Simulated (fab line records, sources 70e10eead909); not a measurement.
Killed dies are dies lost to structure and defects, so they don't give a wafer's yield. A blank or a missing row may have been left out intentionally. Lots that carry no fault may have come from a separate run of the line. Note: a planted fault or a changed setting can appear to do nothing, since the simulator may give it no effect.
Chamber matching    flow nand_harc    NHARC_P_CONTACT_STRIP_28 on rie_diel-01: 4 sister chambers
The step strips in O2. 4 wafers are shown with their chamber, then 11 later ones without.

EACH WAFER AND ITS CHAMBER
wafer   chamber  showerhead_plenum_p_Torr (Torr)
L084.4  2        3.38
L086.1  0        3.41
L086.4  3        3.49
L092.3  1        3.63

WAFERS WITH NO CHAMBER GIVEN
wafer   showerhead_plenum_p_Torr (Torr)
L092.4  3.40
L092.5  3.38
L096.1  3.38
L096.2  3.40
L096.5  3.38
L096.3  3.63
L096.4  3.49
L096.6  3.49
L097.2  3.63
L097.4  3.38
L097.6  3.49

THE CHAMBER EACH PASSED THROUGH
wafer   from the rows above  in truth
L092.4  0                    0
L092.5  2                    2
L096.1  2                    2
L096.2  0                    0
L096.5  2                    2
L096.3  1                    1
L096.4  3                    3
L096.6  3                    3
L097.2  1                    1
L097.4  2                    2
L097.6  3                    3
Placed correctly: 11 of 11. Not placeable from these rows: 0. 0 placed wrongly.
How it was worked out, from the rows above alone: a wafer's distance from a chamber is the root of the sum, over the readings, of the square of ((its reading less the chamber's mean) divided by the reading's scatter). If the next closest chamber is less than 2 further off than the closest, the wafer can't be placed; otherwise it belongs to the closest. A chamber's mean is the mean of its shown wafers. The scatter: root of mean squared gap, hidden wafer to nearest shown wafer, with one shown wafer a chamber.
